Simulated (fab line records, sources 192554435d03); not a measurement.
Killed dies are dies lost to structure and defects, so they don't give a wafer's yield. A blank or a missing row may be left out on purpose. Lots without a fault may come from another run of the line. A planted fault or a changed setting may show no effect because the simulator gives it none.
One fault seen from 2 desks | flow n5_finfet | each desk has only its own numbers; what lay behind them comes last

THE TOOL OWNER'S DESK: rie_diel-06
The tool's own readings at N5_BEOL_M10_TRENCH_ETCH_37 (etches SiCOH lowk in C4F6/O2, target depth 148.83 nm, time 48 s): means of the sampled wafers that have a number, for each lot that ran on this tool. A lot is out of limits, marked OUT, if its mean lies more than 4 standard deviations from the usual mean; the brackets give that distance.
Columns: A = drypump_motor_current_A at N5_BEOL_M10_TRENCH_ETCH_37, usual 5.7 A; B = oes_f_703_au at N5_BEOL_M10_TRENCH_ETCH_37, usual 0.81 a.u.; C = oes_product_au at N5_BEOL_M10_TRENCH_ETCH_37, usual 0.81 a.u.; D = rf_fwd_power_W at N5_BEOL_M10_TRENCH_ETCH_37, usual 341.1 W; E = rf_vpp_V at N5_BEOL_M10_TRENCH_ETCH_37, usual 671 V; F = showerhead_plenum_p_Torr at N5_BEOL_M10_TRENCH_ETCH_37, usual 2.87 Torr; G = throttle_valve_pct at N5_BEOL_M10_TRENCH_ETCH_37, usual 20.85 %
lot  | first seen here | A   | B    | C    | D                       | E   | F    | G
L860 | day 9 18:02     | 6.0 | 0.76 | 0.75 | 339.4                   | 676 | 2.91 | 20.77
L862 | day 10 07:30    | 5.8 | 0.71 | 0.73 | 343.9                   | 706 | 2.85 | 21.01
L871 | day 12 14:59    | 5.7 | 1.19 | 0.82 | 550.1 (+99 or more) OUT | 565 | 2.85 | 20.83
This desk's finding: out of limits on L871; first on L871, day 12 14:59 (rf_fwd_power_W at N5_BEOL_M10_TRENCH_ETCH_37). In limits: L860, L862.

THE METROLOGY DESK
What the gauges read, lot by lot, whatever tool the lot ran on: means of the sampled wafers that have a number. A lot is out of limits, marked OUT, if its mean lies more than 4 standard deviations from the usual mean; the brackets give that distance.
Columns: A = trench_depth_nm at N5_BEOL_M10_OCD_MEAS_38, usual 149 nm; B = M10_THK at N5_BEOL_M10_THK_MEAS_53, usual 141 nm; C = M10_RS at N5_BEOL_M10_RS_MEAS_57, usual 0.151 ohm/sq
lot  | first seen here | A              | B              | C
L860 | day 9 18:13     | 153            | 146            | 0.145
L862 | day 10 07:41    | 148            | 140            | 0.153
L871 | day 12 15:09    | 173 (+6.7) OUT | 165 (+6.0) OUT | 0.127 (-5.1) OUT
L870 | day 12 17:19    | 152            | 144            | 0.149
L873 | day 13 08:25    | 151            | 142            | 0.151
L876 | day 14 01:42    | 148            | 141            | 0.153
L880 | day 15 09:28    | 148            | 140            | 0.151
L879 | day 15 10:39    | 148            | 140            | 0.153
L883 | day 15 22:40    | 150            | 142            | 0.150
This desk's finding: out of limits on L871; first on L871, day 12 15:09 (trench_depth_nm at N5_BEOL_M10_OCD_MEAS_38). In limits: L860, L862, L870, L873, L876, L880, L879, L883.

PUT TOGETHER
The tool owner's desk could have raised an alarm at day 12 14:59, on L871.
The metrology desk could have raised an alarm at day 12 15:09, on L871.
Of the lots named, all ran N5_BEOL_M10_TRENCH_ETCH_37 on rie_diel-06.

WHAT THE SIMULATOR HAD PUT IN
Process parameter drift: rie_diel-06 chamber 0, from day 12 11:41 on, at N5_BEOL_M10_TRENCH_ETCH_37. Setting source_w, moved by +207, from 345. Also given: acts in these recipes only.
Lots struck among those shown: L871.
Hours from the fault's start to each desk's first reading out of limits: the tool owner's desk, 3; the metrology desk, 3.
